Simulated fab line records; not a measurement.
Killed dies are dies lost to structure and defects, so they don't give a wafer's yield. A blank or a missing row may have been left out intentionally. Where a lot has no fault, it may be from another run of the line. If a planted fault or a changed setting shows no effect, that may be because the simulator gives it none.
Matching of chambers + flow nand-harc + rie-diel-04 running NHARC_P_GATE_STRIP_108: 4 sister chambers
The step strips in O2. 16 wafers are shown with their chamber, then 8 later ones without.

== EACH WAFER AND ITS CHAMBER ==
| wafer  | chamber | showerhead-plenum-p-Torr (Torr) | oes-product-au (a.u.) | rf-vpp-V (V) |
|--------|---------|---------------------------------|-----------------------|--------------|
| L541.1 | 2       | 3.69                            | 0.996                 | 59.1         |
| L541.2 | 1       | 3.54                            | 1.015                 | 57.6         |
| L541.4 | 3       | 3.78                            | 1.017                 | 59.4         |
| L546.3 | 3       | 3.78                            | 1.008                 | 58.2         |
| L546.5 | 1       | 3.54                            | 1.021                 | 57.5         |
| L546.6 | 0       | 3.70                            | 1.004                 | 57.0         |
| L553.2 | 3       | 3.78                            | 1.007                 | 58.8         |
| L553.3 | 2       | 3.69                            | 1.005                 | 58.5         |
| L553.6 | 0       | 3.69                            | 0.994                 | 58.9         |
| L554.2 | 3       | 3.78                            | 1.009                 | 59.0         |
| L554.4 | 1       | 3.53                            | 0.989                 | 58.8         |
| L554.5 | 2       | 3.69                            | 1.003                 | 57.5         |
| L555.3 | 1       | 3.53                            | 0.996                 | 57.8         |
| L555.4 | 2       | 3.69                            | 1.014                 | 57.0         |
| L555.5 | 0       | 3.69                            | 0.996                 | 57.5         |
| L557.2 | 0       | 3.69                            | 0.995                 | 58.3         |

SIGNATURES (averages over the wafers above)
| reading                  | chamber 0 | chamber 1 | chamber 2 | chamber 3 | scatter within a chamber |
|--------------------------|-----------|-----------|-----------|-----------|--------------------------|
| showerhead-plenum-p-Torr | 3.6925    | 3.5350    | 3.6900    | 3.7800    | 0.00382                  |
| oes-product-au           | 0.99725   | 1.00525   | 1.00450   | 1.01025   | 0.00905                  |
| rf-vpp-V                 | 57.925    | 57.925    | 58.025    | 58.850    | 0.745                    |
Rule: for a wafer and a chamber, the distance is found by dividing, reading by reading, the gap between the wafer's reading and the chamber's mean by the reading's scatter, squaring, summing and taking the root. The wafer belongs to the nearest chamber; if the next one is less than 2 further off, it can't be placed. The scatter is the square root of a quotient: the sum, over the shown wafers, of each reading's squared deviation from its chamber's mean, divided by wafers minus chambers.

== WAFERS WITH NO CHAMBER GIVEN ==
| wafer  | showerhead-plenum-p-Torr (Torr) | oes-product-au (a.u.) | rf-vpp-V (V) |
|--------|---------------------------------|-----------------------|--------------|
| L557.4 | 3.53                            | 0.998                 | 58.2         |
| L557.6 | 3.78                            | 1.000                 | 59.5         |
| L558.2 | 3.53                            | 0.998                 | 57.7         |
| L558.3 | 3.69                            | 0.990                 | 59.4         |
| L558.5 | 3.69                            | 0.988                 | 58.9         |
| L560.2 | 3.69                            | 0.994                 | 57.8         |
| L560.5 | 3.78                            | 1.001                 | 58.0         |
| L560.6 | 3.69                            | 1.005                 | 57.6         |

== CHAMBER TAKEN BY EACH ==
| wafer  | from the rows above     | in truth |
|--------|-------------------------|----------|
| L557.4 | 1                       | 1        |
| L557.6 | 3                       | 3        |
| L558.2 | 1                       | 1        |
| L558.3 | can't be placed: 0 or 2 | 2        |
| L558.5 | can't be placed: 0 or 2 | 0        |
| L560.2 | can't be placed: 0 or 2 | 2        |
| L560.5 | 3                       | 3        |
| L560.6 | can't be placed: 2 or 0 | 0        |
Correctly placed: 4 of 8. Cannot be placed on the basis of these rows: 4; the candidates contain the true chamber in 4. Wrongly placed: 0.
